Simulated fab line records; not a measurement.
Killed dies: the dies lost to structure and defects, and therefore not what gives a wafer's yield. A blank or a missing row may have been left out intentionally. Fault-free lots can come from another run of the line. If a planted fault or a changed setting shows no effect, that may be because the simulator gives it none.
A struck lot beside a sound one    flow n5_finfet    18 out of 1938 route steps
Sound: the wafers L561.1, L561.2, L561.4. Wafers struck: L570.1, L570.2, L570.5. Last of all comes the cause.
At each step with rows: each side's tool, then ch and its chambers, then its first start. Under that, the readings that differ: sound wafers    struck wafers    difference of the means    sigmas: that difference in standard deviations of wafers without a fault.
alike: same words and numbers on both sides, and readings whose means sit less than 2 such deviations apart. not compared: any withheld reading, any reading some wafer has no value for, any bound like >300 that may hide the same value, and any number with overlapping values for which the record gives no deviation.
A row with sigmas, a row that says differs or no value, or rows on one side alone: a step with any of these is where the two part. When numbers do not overlap yet have no deviation, they are printed without sigmas and do not part them. Lack of a reading on every wafer of one side parts them only where that side has two or more wafers.

first, 1 step without rows for these wafers: N5_STI_FIN_REVEAL_SRD_21 (time 30 s).
N5_STI_FIN_REVEAL_OXIDATION_33: chemistry O2 PLASMA REMOTE, time 20 s.
  sound on plasma_asher-02 ch 0,1, day 3 13:36; struck on plasma_asher-01 ch 0,1, day 5 19:46
  alike: drypump_motor_current_A, heater_power_w
  not compared: rf_hours_counter_h
then, 2 steps without rows for these wafers: N5_STI_FIN_REVEAL_CLEAN_19 (cleans in O3/DIW, time 120 s); N5_STI_FIN_REVEAL_SRD_23 (time 30 s).
N5_STI_FIN_REVEAL_CD_MEAS_22: target cd 6.238 nm, pitch 28 nm.
  sound on cd_sem-01, day 3 13:46; struck on cd_sem-03, day 5 20:01
  alike: cd_nm
N5_STI_FIN_REVEAL_FIN_H_MEAS_10:
  sound on ocd-01, day 3 13:48; struck on ocd-02, day 5 20:02
  alike: trench_depth_nm
then, 2 steps without rows for these wafers: N5_STI_FIN_REVEAL_PRECLEAN_18 (cleans in SC2, time 45 s); N5_STI_FIN_REVEAL_SRD_28 (time 30 s).
N5_STI_FIN_REVEAL_INSPECT_13: inspects for defects (darkfield).
  sound on defect_inspect-02, day 3 13:53; struck on defect_inspect-02, day 5 20:08
  alike: raw_defect_count
then, 2 steps without rows for these wafers: N5_DUMMY_GATE_PRECLEAN_00 (cleans in O3/DIW, time 60 s); N5_DUMMY_GATE_SRD_01 (time 30 s).
N5_DUMMY_GATE_ALD_02: deposits SiO2, target thk 2 nm, pulse time 1 s.
  sound on ald_sin-03 ch 0,1,3, day 3 13:59; struck on ald_sin-04 ch 1,3, day 5 20:31
  alike: chamber_pressure_Torr, heater_power_w, precursor_pulse_height_rel
N5_DUMMY_GATE_CVD_03: deposits a-Si from SiH4, target thk 150 nm, time 8042 s.
  sound on lpcvd-02 ch 1/15,1/20,1/29, day 3 14:05; struck on lpcvd-01 ch 1/109,1/90,1/95, day 5 20:37
reading                                      sound              struck             difference  sigmas
model.a-Si_of_DUMMY_GATE_CVD_03.thk_nm (nm)  151.4 151.8 151.4  217.2 217.4 218.2  +66.1       
  alike: zone_power_lower_pct
then, 2 steps without rows for these wafers: N5_DUMMY_GATE_PRECLEAN_46 (cleans in DIW, time 89.5 s); N5_DUMMY_GATE_SRD_47 (dry time 32 s).
N5_DUMMY_GATE_CMP_04: polishes a-Si.
  sound on cmp-02 ch 0,1,2, day 3 17:52; struck on cmp-04 ch 0,1,2, day 6 00:27
reading                 sound           struck          difference  sigmas
time_to_endpoint_s (s)  13.1 12.9 13.6  25.8 26.9 27.4  +13.5       +7
  alike: edge_zone_pressure_frac, motor_current_A, slurry_filter_dp_kPa
N5_DUMMY_GATE_THK_MEAS_05:
  sound on film_metro-02, day 3 18:04; struck on film_metro-02, day 6 00:38
  alike: thk_nm
-- record jumps: 5 days separate the struck wafers' starts on either side; left off in module DUMMY_GATE, taken up again in module BEOL_M4, whose first shown step is the route's number 1111 --
N5_BEOL_M4_RC_MEAS_101:
  sound on prober-01 ch 0, day 9 05:13; struck on prober-01 ch 0, day 11 01:32
  alike: DIBL_N, DIBL_P, IOFF_N, IOFF_P, ION_N, ION_P, SS_N, SS_P, VT_N, VT_P

## WHERE THEY PART
Only at N5_DUMMY_GATE_CMP_04, as far as this record shows. Later steps at which nothing parts them and some readings are alike: N5_DUMMY_GATE_THK_MEAS_05, N5_BEOL_M4_RC_MEAS_101.

WHY: what had been put in by the simulator
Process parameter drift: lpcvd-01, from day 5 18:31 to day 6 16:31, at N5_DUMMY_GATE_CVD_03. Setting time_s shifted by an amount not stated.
